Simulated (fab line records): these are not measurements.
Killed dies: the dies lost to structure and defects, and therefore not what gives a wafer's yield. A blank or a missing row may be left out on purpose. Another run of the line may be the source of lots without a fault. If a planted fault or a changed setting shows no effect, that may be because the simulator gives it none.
Chamber matching -- flow nandHarc -- cmp-03 running NHARC_A_STAIRCASE_CMP_152: 4 sister chambers
The step polishes. 4 wafers are shown with their chamber, then 12 later ones without.

WAFERS WITH THEIR CHAMBER
wafer,chamber,motorCurrentA (A)
L084.5,2,11.9
L087.4,3,10.3
L089.5,1,12.1
L089.6,0,10.4

WAFERS MISSING THEIR CHAMBER
wafer,motorCurrentA (A)
L091.1,10.1
L091.4,9.7
L091.5,12.0
L097.1,10.2
L097.2,12.2
L097.5,12.0
L097.3,10.1
L097.4,12.4
L097.6,12.6
L096.3,10.2
L096.4,12.3
L096.5,11.0

THE CHAMBER EACH PASSED THROUGH
wafer,from the rows above,in truth
L091.1,can't be placed: 3 or 0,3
L091.4,can't be placed: 3 or 0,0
L091.5,can't be placed: 1 or 2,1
L097.1,can't be placed: 3 or 0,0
L097.2,can't be placed: 1 or 2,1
L097.5,can't be placed: 1 or 2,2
L097.3,can't be placed: 3 or 0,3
L097.4,can't be placed: 1 or 2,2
L097.6,can't be placed: 1 or 2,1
L096.3,can't be placed: 3 or 0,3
L096.4,can't be placed: 1 or 2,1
L096.5,can't be placed: 0 or 3 or 2 or 1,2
0 of 12 placed correctly. Unplaceable from these rows: 12, with the true chamber sitting among the candidates in 12. Number placed wrongly: 0.
How it was worked out, from the rows above alone: a wafer's distance from a chamber is the root of the sum, over the readings, of the square of ((its reading less the chamber's mean) divided by the reading's scatter). The wafer belongs to the nearest chamber; if the next one is less than 2 further off, it can't be placed. Each chamber's mean is taken over the wafers shown for it. The scatter: root of mean squared gap, hidden wafer to nearest shown wafer, with one shown wafer a chamber.
